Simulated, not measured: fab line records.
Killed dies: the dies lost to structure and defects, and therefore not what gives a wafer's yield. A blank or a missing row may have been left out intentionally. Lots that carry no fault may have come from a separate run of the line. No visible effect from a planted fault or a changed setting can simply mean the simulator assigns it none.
fab line records	flow nand-harc
record lots=24	wafers=72	last-day=33
route steps=1302 shown P_M0@264 P_M1@301
lots that met no fault: from a run of the same line without faults
start-h: hours from the record's opening day to when the first of the lot's shown wafers began	wait-h: hours elapsed since this lot's preceding step	" identical to the entry in the row above	L1.1+2: several wafers, shown together as one row	- no value, or no start was given	* or withheld: withheld	< > ~ a bound
route shown NAME@n: NAME is a module with steps in the file, n the number in the route of the first one	usual: mean/standard deviation taken from wafers without a fault	same: alike in all rows	chamber/n: place in a boat	sites: the reading at each site	_std_site: standard deviation of those values	_edge_site: the outer-site mean with the inner-site mean subtracted	radius-mm: for every site, how far away it sits from the centre of the wafer	mask NAME#n: copy n	behind: the most recent tool/chamber to have shaped the wafer	hold: why the lot went on hold/how many hours it stayed there/how the hold came to an end	device: names the non-switching transistor (n, p or np)	end of line: the route-end tests of the same wafers	a step without rows: its recipe alone	killed: not the wafer's yield, but the dies lost to structure and defects at the first sort	map: per-die view of a wafer (x killed, . not killed, _ where there is no die)
set.NAME: the setting as run; set.NAME@STEP: as run at that earlier step	model.NAME: the simulator's own value behind a step, which no gauge read
route steps across a sampled set of lots; one table per step, one row per wafer
services: when a tool's chamber went out of use (start-h, in hours from the record's first day, below 0 if earlier), for how many hours, and the reason
## steps
# step NHARC_P_M0_OVL_MEAS_10
# recipe pitch-nm=180
# usual overlay-x-nm=-0.2/0.72	overlay-y-nm=-0.1/0.94
lot.wafer	tool	chamber	start-h	wait-h	overlay-x-nm	overlay-y-nm
L074.4	overlay-02	-	129.18	-	-0.9	1.1
L074.5	"	-	"	"	-0.8	0.7
L074.6	"	-	"	"	-0.5	0.7
L075.3	overlay-01	-	129.93	-	0.5	1.1
L075.4	"	-	"	"	0.3	0.7
L075.5	"	-	"	"	0.6	0.7
L076.3	overlay-02	-	145.76	-	0.2	-0.9
L076.4	"	-	"	"	-0.3	-0.7
L076.5	"	-	"	"	0.2	-1.0
L077.1	overlay-01	-	147.48	-	-2.2	-1.2
L077.4	"	-	"	"	-1.6	-1.2
L077.5	"	-	"	"	-1.6	-1.5
L078.2	overlay-01	-	163.95	-	0.4	-0.3
L078.3	"	-	"	"	0.3	-0.3
L078.4	"	-	"	"	0.3	-0.5
L079.1	overlay-01	-	172.41	-	0.7	-0.9
L079.4	"	-	"	"	0.5	0.1
L079.5	"	-	"	"	0.1	-0.4
L080.1	overlay-01	-	191.97	-	-0.9	0.0
L080.3	"	-	"	"	-0.7	0.5
L080.6	"	-	"	"	-0.6	0.3
L081.2	overlay-01	-	192.51	-	0.3	2.0
L081.3	"	-	"	"	0.6	2.2
L081.6	"	-	"	"	0.9	1.7
L082.1	overlay-02	-	205.09	-	-0.6	-0.2
L082.2	"	-	"	"	-0.8	0.5
L082.5	"	-	"	"	-0.5	-0.1
L083.1	overlay-01	-	209.51	-	0.5	0.7
L083.2	"	-	"	"	0.4	0.5
L083.6	"	-	"	"	0.4	1.1
L084.3	overlay-02	-	218.35	-	-0.6	0.4
L084.4	"	-	"	"	-0.5	-0.1
L084.5	"	-	"	"	0.0	-0.1
L085.1	overlay-02	-	229.36	-	-1.4	0.0
L085.4	"	-	"	"	-1.3	-0.2
L085.6	"	-	"	"	-1.3	-0.3
L086.1	overlay-02	-	235.85	-	0.4	-0.9
L086.2	"	-	"	"	0.6	-1.2
L086.5	"	-	"	"	0.3	-1.4
L087.3	overlay-01	-	253.62	-	0.5	-0.4
L087.4	"	-	"	"	0.5	-0.1
L087.5	"	-	"	"	0.1	-0.2
L088.2	overlay-02	-	266.89	-	-0.7	-0.2
L088.4	"	-	"	"	-1.0	-0.3
L088.6	"	-	"	"	-0.7	-0.3
L089.1	overlay-01	-	267.81	-	-0.8	0.2
L089.4	"	-	"	"	-0.6	0.1
L089.5	"	-	"	"	-0.3	0.3
L090.1	overlay-01	-	282.37	-	0.8	0.5
L090.4	"	-	"	"	0.1	0.4
L090.5	"	-	"	"	0.8	-0.2
L091.2	overlay-01	-	286.72	-	0.3	1.5
L091.4	"	-	"	"	0.2	1.0
L091.6	"	-	"	"	0.0	1.5
L092.1	overlay-02	-	302.72	-	0.6	-0.2
L092.4	"	-	"	"	0.3	-1.1
L092.6	"	-	"	"	-0.1	-0.6
L093.1	overlay-02	-	310.59	-	1.0	0.3
L093.2	"	-	"	"	1.1	0.3
L093.4	"	-	"	"	0.8	0.4
L094.1	overlay-02	-	322.84	-	0.4	-0.9
L094.2	"	-	"	"	0.1	-0.6
L094.5	"	-	"	"	0.6	0.2
L095.2	overlay-01	-	345.42	-	-0.3	-2.0
L095.3	"	-	"	"	-1.1	-2.2
L095.4	"	-	"	"	-0.4	-2.5
L096.2	overlay-02	-	347.68	-	-0.6	0.7
L096.3	"	-	"	"	-0.6	0.8
L096.5	"	-	"	"	-0.4	0.1
L097.1	overlay-02	-	357.30	-	-1.4	-1.1
L097.2	"	-	"	"	-1.0	-0.7
L097.3	"	-	"	"	-1.1	-1.3
# step NHARC_P_M0_DEGAS_28
# recipe temp-c=250	time-s=60
# usual heater-power-w=332/29
lot.wafer	tool	chamber	start-h	wait-h	heater-power-w
L074.4	pvd-sputter-01	-	130.30	-	322
L074.6	"	-	"	"	373
L074.5	"	-	"	"	361
L075.4	pvd-sputter-02	-	130.95	-	289
L075.3	"	-	"	"	290
L075.5	"	-	"	"	325
L076.3	pvd-sputter-01	-	146.83	-	404
L076.4	"	-	"	"	368
L076.5	"	-	"	"	320
L077.4	pvd-sputter-02	-	148.51	-	302
L077.1	"	-	"	"	325
L077.5	"	-	"	"	293
L078.4	pvd-sputter-03	-	165.01	-	350
L078.2	"	-	"	"	332
L078.3	"	-	"	"	364
L079.4	pvd-sputter-03	-	173.53	-	286
L079.1	"	-	"	"	332
L079.5	"	-	"	"	346
L080.1	pvd-sputter-01	-	192.99	-	327
L080.3	"	-	"	"	377
L080.6	"	-	"	"	356
L081.2	pvd-sputter-02	-	193.55	-	337
L081.3	"	-	"	"	293
L081.6	"	-	"	"	320
L082.2	pvd-sputter-02	-	206.12	-	295
L082.1	"	-	"	"	333
L082.5	"	-	"	"	300
L083.1	pvd-sputter-02	-	210.52	-	291
L083.2	"	-	"	"	287
L083.6	"	-	"	"	296
L084.4	pvd-sputter-01	-	219.36	-	319
L084.3	"	-	"	"	396
L084.5	"	-	"	"	319
L085.1	pvd-sputter-03	-	230.37	-	330
L085.4	"	-	"	"	364
L085.6	"	-	"	"	362
L086.2	pvd-sputter-02	-	237.01	-	341
L086.1	"	-	"	"	333
L086.5	"	-	"	"	345
L087.3	pvd-sputter-03	-	254.77	-	316
L087.4	"	-	"	"	321
L087.5	"	-	"	"	328
L088.4	pvd-sputter-01	-	267.91	-	326
L088.2	"	-	"	"	359
L088.6	"	-	"	"	324
L089.1	pvd-sputter-02	-	268.82	-	295
L089.4	"	-	"	"	333
L089.5	"	-	"	"	294
L090.4	pvd-sputter-03	-	283.39	-	363
L090.1	"	-	"	"	309
L090.5	"	-	"	"	357
L091.4	pvd-sputter-01	-	287.78	-	395
L091.2	"	-	"	"	361
L091.6	"	-	"	"	328
L092.1	pvd-sputter-02	-	303.77	-	330
L092.4	"	-	"	"	300
L092.6	"	-	"	"	305
L093.4	pvd-sputter-01	-	311.60	-	331
L093.1	"	-	"	"	322
L093.2	"	-	"	"	397
L094.2	pvd-sputter-01	-	324.01	-	340
L094.1	"	-	"	"	331
L094.5	"	-	"	"	317
L095.4	pvd-sputter-02	-	346.43	-	301
L095.2	"	-	"	"	319
L095.3	"	-	"	"	316
L096.3	pvd-sputter-02	-	348.69	-	319
L096.2	"	-	"	"	309
L096.5	"	-	"	"	297
L097.2	pvd-sputter-02	-	358.32	-	342
L097.3	"	-	"	"	319
L097.1	"	-	"	"	296
# step NHARC_P_M0_PVD_21
# recipe target-thk-a=300	chamber-pressure-pa=5	power-w=5000	substrate-temp-c=30	time-s=20.49	material=Cu
# usual throttle-valve-pct=30.0/0.89
lot.wafer	tool	chamber	start-h	wait-h	throttle-valve-pct
L074.4	pvd-sputter-01	-	-	-	28.6
L074.5	"	-	"	"	28.9
L074.6	"	-	"	"	32.1
L075.4	pvd-sputter-02	-	-	-	30.2
L075.3	"	-	"	"	29.4
L075.5	"	-	"	"	30.4
L076.3	pvd-sputter-01	-	-	-	29.2
L076.4	"	-	"	"	31.9
L076.5	"	-	"	"	29.5
L077.4	pvd-sputter-02	-	-	-	29.8
L077.1	"	-	"	"	30.2
L077.5	"	-	"	"	29.9
L078.3	pvd-sputter-03	-	-	-	30.1
L078.2	"	-	"	"	29.7
L078.4	"	-	"	"	30.5
L079.4	pvd-sputter-03	-	-	-	29.8
L079.1	"	-	"	"	29.1
L079.5	"	-	"	"	29.7
L080.3	pvd-sputter-01	-	-	-	31.8
L080.1	"	-	"	"	28.6
L080.6	"	-	"	"	31.6
L081.3	pvd-sputter-02	-	-	-	30.6
L081.2	"	-	"	"	29.8
L081.6	"	-	"	"	30.5
L082.1	pvd-sputter-02	-	-	-	30.0
L082.2	"	-	"	"	30.5
L082.5	"	-	"	"	30.1
L083.1	pvd-sputter-02	-	-	-	29.8
L083.2	"	-	"	"	30.4
L083.6	"	-	"	"	30.3
L084.3	pvd-sputter-01	-	-	-	31.8
L084.4	"	-	"	"	31.0
L084.5	"	-	"	"	31.7
L085.4	pvd-sputter-03	-	-	-	29.7
L085.1	"	-	"	"	29.8
L085.6	"	-	"	"	29.7
L086.1	pvd-sputter-02	-	-	-	29.6
L086.2	"	-	"	"	29.8
L086.5	"	-	"	"	29.8
L087.4	pvd-sputter-03	-	-	-	29.7
L087.3	"	-	"	"	30.8
L087.5	"	-	"	"	29.1
L088.4	pvd-sputter-01	-	-	-	28.6
L088.2	"	-	"	"	32.6
L088.6	"	-	"	"	29.6
L089.1	pvd-sputter-02	-	-	-	29.7
L089.4	"	-	"	"	30.2
L089.5	"	-	"	"	30.4
L090.4	pvd-sputter-03	-	-	-	29.9
L090.1	"	-	"	"	29.8
L090.5	"	-	"	"	29.9
L091.2	pvd-sputter-01	-	-	-	29.8
L091.4	"	-	"	"	32.5
L091.6	"	-	"	"	30.4
L092.4	pvd-sputter-02	-	-	-	30.2
L092.1	"	-	"	"	29.3
L092.6	"	-	"	"	29.9
L093.4	pvd-sputter-01	-	-	-	29.7
L093.2	"	-	"	"	28.6
L093.1	"	-	"	"	32.8
L094.2	pvd-sputter-01	-	-	-	30.4
L094.1	"	-	"	"	29.7
L094.5	"	-	"	"	32.5
L095.2	pvd-sputter-02	-	-	-	29.5
L095.3	"	-	"	"	29.9
L095.4	"	-	"	"	29.5
L096.2	pvd-sputter-02	-	-	-	29.3
L096.3	"	-	"	"	29.7
L096.5	"	-	"	"	29.5
L097.3	pvd-sputter-02	-	-	-	30.0
L097.2	"	-	"	"	29.7
L097.1	"	-	"	"	28.7
# step NHARC_P_M1_CD_MEAS_16
# usual cd-nm=130.0/1.1
lot.wafer	tool	chamber	start-h	wait-h	cd-nm
L074.4	cd-sem-03	-	133.75	-	130.2
L074.5	"	-	"	"	130.1
L074.6	"	-	"	"	129.2
L075.3	cd-sem-02	-	134.31	-	130.0
L075.4	"	-	"	"	129.4
L075.5	"	-	"	"	130.0
L076.3	cd-sem-01	-	150.26	-	130.0
L076.4	"	-	"	"	129.3
L076.5	"	-	"	"	132.0
L077.1	cd-sem-03	-	151.80	-	130.8
L077.4	"	-	"	"	129.4
L077.5	"	-	"	"	130.2
L078.2	cd-sem-01	-	168.53	-	129.4
L078.3	"	-	"	"	130.9
L078.4	"	-	"	"	130.3
L079.1	cd-sem-01	-	176.98	-	128.8
L079.4	"	-	"	"	126.7
L079.5	"	-	"	"	129.5
L080.1	cd-sem-03	-	196.27	-	130.1
L080.3	"	-	"	"	128.8
L080.6	"	-	"	"	128.7
L081.2	cd-sem-02	-	197.28	-	127.5
L081.3	"	-	"	"	129.5
L081.6	"	-	"	"	130.2
L082.1	cd-sem-02	-	209.58	-	130.2
L082.2	"	-	"	"	130.2
L082.5	"	-	"	"	130.6
L083.1	cd-sem-01	-	214.15	-	131.8
L083.2	"	-	"	"	130.8
L083.6	"	-	"	"	130.5
L084.3	cd-sem-02	-	222.82	-	131.0
L084.4	"	-	"	"	129.8
L084.5	"	-	"	"	128.4
L085.1	cd-sem-01	-	233.81	-	129.9
L085.4	"	-	"	"	131.0
L085.6	"	-	"	"	129.4
L086.1	cd-sem-02	-	240.46	-	130.9
L086.2	"	-	"	"	129.7
L086.5	"	-	"	"	130.1
L087.3	cd-sem-02	-	258.23	-	130.0
L087.4	"	-	"	"	129.9
L087.5	"	-	"	"	131.0
L088.2	cd-sem-02	-	271.25	-	131.2
L088.4	"	-	"	"	131.3
L088.6	"	-	"	"	130.3
L089.1	cd-sem-02	-	272.40	-	129.3
L089.4	"	-	"	"	131.7
L089.5	"	-	"	"	129.5
L090.1	cd-sem-01	-	286.84	-	130.7
L090.4	"	-	"	"	128.9
L090.5	"	-	"	"	130.6
L091.2	cd-sem-03	-	291.40	-	131.3
L091.4	"	-	"	"	131.9
L091.6	"	-	"	"	130.6
L092.1	cd-sem-03	-	307.24	-	129.8
L092.4	"	-	"	"	128.9
L092.6	"	-	"	"	129.8
L093.1	cd-sem-02	-	315.02	-	128.7
L093.2	"	-	"	"	130.9
L093.4	"	-	"	"	130.9
L094.1	cd-sem-03	-	327.44	-	131.5
L094.2	"	-	"	"	131.4
L094.5	"	-	"	"	133.2
L095.2	cd-sem-03	-	349.90	-	130.1
L095.3	"	-	"	"	131.0
L095.4	"	-	"	"	131.6
L096.2	cd-sem-02	-	352.12	-	131.7
L096.3	"	-	"	"	129.1
L096.5	"	-	"	"	129.4
L097.1	cd-sem-03	-	361.62	-	129.9
L097.2	"	-	"	"	128.3
L097.3	"	-	"	"	129.7
# step NHARC_P_M1_PRE_CLEAN_30
# recipe time-s=30	temp-c=280	gas=H2/He
# usual heater-power-w=411/36
lot.wafer	tool	chamber	start-h	wait-h	heater-power-w
L074.4	pvd-sputter-02	-	-	-	361
L074.5	"	-	"	"	355
L074.6	"	-	"	"	355
L075.4	pvd-sputter-03	-	-	-	407
L075.3	"	-	"	"	430
L075.5	"	-	"	"	394
L076.4	pvd-sputter-01	-	-	-	449
L076.3	"	-	"	"	455
L076.5	"	-	"	"	450
L077.1	pvd-sputter-02	-	-	-	359
L077.4	"	-	"	"	351
L077.5	"	-	"	"	401
L078.4	pvd-sputter-03	-	-	-	364
L078.2	"	-	"	"	407
L078.3	"	-	"	"	424
L079.4	pvd-sputter-02	-	-	-	366
L079.1	"	-	"	"	407
L079.5	"	-	"	"	361
L080.3	pvd-sputter-02	-	-	-	414
L080.1	"	-	"	"	407
L080.6	"	-	"	"	398
L081.3	pvd-sputter-01	-	-	-	394
L081.2	"	-	"	"	493
L081.6	"	-	"	"	436
L082.1	pvd-sputter-02	-	-	-	402
L082.2	"	-	"	"	416
L082.5	"	-	"	"	404
L083.2	pvd-sputter-02	-	-	-	361
L083.1	"	-	"	"	365
L083.6	"	-	"	"	405
L084.3	pvd-sputter-01	-	-	-	488
L084.4	"	-	"	"	436
L084.5	"	-	"	"	486
L085.4	pvd-sputter-02	-	-	-	413
L085.1	"	-	"	"	403
L085.6	"	-	"	"	413
L086.2	pvd-sputter-03	-	-	-	393
L086.1	"	-	"	"	449
L086.5	"	-	"	"	380
L087.3	pvd-sputter-01	-	-	-	414
L087.4	"	-	"	"	395
L087.5	"	-	"	"	396
L088.4	pvd-sputter-02	-	-	-	413
L088.2	"	-	"	"	406
L088.6	"	-	"	"	364
L089.1	pvd-sputter-01	-	-	-	495
L089.4	"	-	"	"	442
L089.5	"	-	"	"	447
L090.1	pvd-sputter-03	-	-	-	446
L090.4	"	-	"	"	442
L090.5	"	-	"	"	450
L091.4	pvd-sputter-01	-	-	-	449
L091.2	"	-	"	"	423
L091.6	"	-	"	"	433
L092.1	pvd-sputter-03	-	-	-	384
L092.4	"	-	"	"	396
L092.6	"	-	"	"	427
L093.2	pvd-sputter-02	-	-	-	426
L093.1	"	-	"	"	404
L093.4	"	-	"	"	375
L094.2	pvd-sputter-01	-	-	-	445
L094.1	"	-	"	"	482
L094.5	"	-	"	"	405
L095.2	pvd-sputter-03	-	-	-	379
L095.3	"	-	"	"	381
L095.4	"	-	"	"	450
L096.2	pvd-sputter-03	-	-	-	438
L096.3	"	-	"	"	375
L096.5	"	-	"	"	442
L097.1	pvd-sputter-03	-	-	-	455
L097.2	"	-	"	"	383
L097.3	"	-	"	"	397
# step NHARC_P_M1_PVD_20
# recipe target-thk-a=50	bias-v=168.6	power-w=15000	chamber-pressure-pa=0.12	time-s=8.06	substrate-temp-c=50	material=TaN
# usual throttle-valve-pct=30.0/0.92
lot.wafer	tool	chamber	start-h	wait-h	throttle-valve-pct
L074.4	pvd-sputter-02	-	-	-	29.8
L074.6	"	-	"	"	30.0
L074.5	"	-	"	"	30.3
L075.3	pvd-sputter-03	-	-	-	29.7
L075.4	"	-	"	"	30.0
L075.5	"	-	"	"	30.6
L076.4	pvd-sputter-01	-	-	-	31.9
L076.3	"	-	"	"	31.1
L076.5	"	-	"	"	28.7
L077.4	pvd-sputter-02	-	-	-	30.0
L077.1	"	-	"	"	29.4
L077.5	"	-	"	"	30.1
L078.2	pvd-sputter-03	-	-	-	30.0
L078.3	"	-	"	"	29.1
L078.4	"	-	"	"	29.9
L079.1	pvd-sputter-02	-	-	-	29.5
L079.4	"	-	"	"	30.1
L079.5	"	-	"	"	29.9
L080.3	pvd-sputter-02	-	-	-	30.5
L080.1	"	-	"	"	29.9
L080.6	"	-	"	"	30.1
L081.2	pvd-sputter-01	-	-	-	31.8
L081.3	"	-	"	"	28.9
L081.6	"	-	"	"	32.0
L082.1	pvd-sputter-02	-	-	-	30.0
L082.2	"	-	"	"	30.0
L082.5	"	-	"	"	29.4
L083.2	pvd-sputter-02	-	-	-	29.4
L083.1	"	-	"	"	30.4
L083.6	"	-	"	"	29.7
L084.3	pvd-sputter-01	-	-	-	32.0
L084.4	"	-	"	"	30.8
L084.5	"	-	"	"	32.0
L085.4	pvd-sputter-02	-	-	-	30.0
L085.1	"	-	"	"	30.3
L085.6	"	-	"	"	30.1
L086.1	pvd-sputter-03	-	-	-	30.7
L086.2	"	-	"	"	29.0
L086.5	"	-	"	"	29.5
L087.4	pvd-sputter-01	-	-	-	29.9
L087.3	"	-	"	"	32.6
L087.5	"	-	"	"	29.9
L088.4	pvd-sputter-02	-	-	-	30.1
L088.2	"	-	"	"	30.1
L088.6	"	-	"	"	29.3
L089.1	pvd-sputter-01	-	-	-	29.5
L089.4	"	-	"	"	28.5
L089.5	"	-	"	"	28.3
L090.4	pvd-sputter-03	-	-	-	29.8
L090.1	"	-	"	"	28.9
L090.5	"	-	"	"	29.8
L091.4	pvd-sputter-01	-	-	-	32.5
L091.2	"	-	"	"	28.6
L091.6	"	-	"	"	30.9
L092.4	pvd-sputter-03	-	-	-	30.6
L092.1	"	-	"	"	29.0
L092.6	"	-	"	"	29.5
L093.4	pvd-sputter-02	-	-	-	28.6
L093.1	"	-	"	"	29.5
L093.2	"	-	"	"	29.8
L094.1	pvd-sputter-01	-	-	-	28.6
L094.2	"	-	"	"	30.4
L094.5	"	-	"	"	28.4
L095.2	pvd-sputter-03	-	-	-	29.8
L095.3	"	-	"	"	28.9
L095.4	"	-	"	"	30.3
L096.3	pvd-sputter-03	-	-	-	29.8
L096.2	"	-	"	"	29.5
L096.5	"	-	"	"	29.7
L097.1	pvd-sputter-03	-	-	-	31.0
L097.2	"	-	"	"	28.9
L097.3	"	-	"	"	29.6
## services
tool	chamber	start-h	hours	kind
pvd-sputter-01	-	205.66	10.1	repair
pvd-sputter-03	-	209.34	10.0	pm
pvd-sputter-01	-	226.00	10.0	pm
pvd-sputter-03	-	338.72	2.0	repair
## key
fault none
